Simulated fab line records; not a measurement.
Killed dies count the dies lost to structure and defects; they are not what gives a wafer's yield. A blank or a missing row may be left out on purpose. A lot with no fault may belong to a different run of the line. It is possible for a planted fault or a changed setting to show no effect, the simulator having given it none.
Which tool was responsible? | flow n5-finfet | 10 lots, 28 wafers sampled, at 1 step of a route of 1938

== WHAT THE GAUGES SHOWED, per wafer ==
N5_BEOL_M10_CD_MEAS_18: pitch 140 nm, target cd 70 nm. Usual: 69.8 nm for cd-nm, sd 0.78.
lot  | measured     | on        | cd-nm (nm)     | flag
L854 | day 10 10:26 | cd-sem-01 | 69.5 70.9 69.6 |
L856 | day 10 22:40 | cd-sem-01 | 71.0 69.2 70.5 |
L860 | day 11 16:38 | cd-sem-01 | 70.7 70.4 70.6 |
L862 | day 12 13:19 | cd-sem-01 | 70.7 70.6      |
L866 | day 14 02:42 | cd-sem-01 | 69.3 68.6 70.9 |
L868 | day 14 20:31 | cd-sem-03 | 70.9 69.4      |
L872 | day 15 07:44 | cd-sem-01 | 71.4 68.8 69.1 |
L874 | day 15 17:58 | cd-sem-03 | 70.8 70.4 70.1 |
L876 | day 16 07:24 | cd-sem-03 | 70.2 69.8 69.2 |
L875 | day 16 13:59 | cd-sem-01 | 68.6 69.0 68.2 |

== EACH LOT AND THE TOOL THAT RAN IT (in order: tool; ch and the chambers of the sampled wafers; start) ==
Before these readings, the record contains no process step.

== AS READ BY THE TOOLS THEMSELVES (means over the sampled wafers that have a number; for cases with no such wafer, the mark the record gives instead) ==
The record holds no such reading with a usual standard deviation.

== THE ANSWER, worked out from the rows above alone ==
Rule: a lot counts as off when the mean over its wafers that have a number is more than 3 standard deviations away from the usual mean. Also off: a lot with no number at a reading for which 4 or more lots have one. Where the step has rows for the other lots, those lots are counted as sound. First the gauges in route order, then the tools' own readings, where a lot's mean is used as printed above. At the first step where some lot is off, the reading lying furthest off is the one used; lots without a number count as furthest.
No lot is off at any reading shown: from this, nothing can be told.

== WHAT THE SIMULATOR HAD INSERTED ==
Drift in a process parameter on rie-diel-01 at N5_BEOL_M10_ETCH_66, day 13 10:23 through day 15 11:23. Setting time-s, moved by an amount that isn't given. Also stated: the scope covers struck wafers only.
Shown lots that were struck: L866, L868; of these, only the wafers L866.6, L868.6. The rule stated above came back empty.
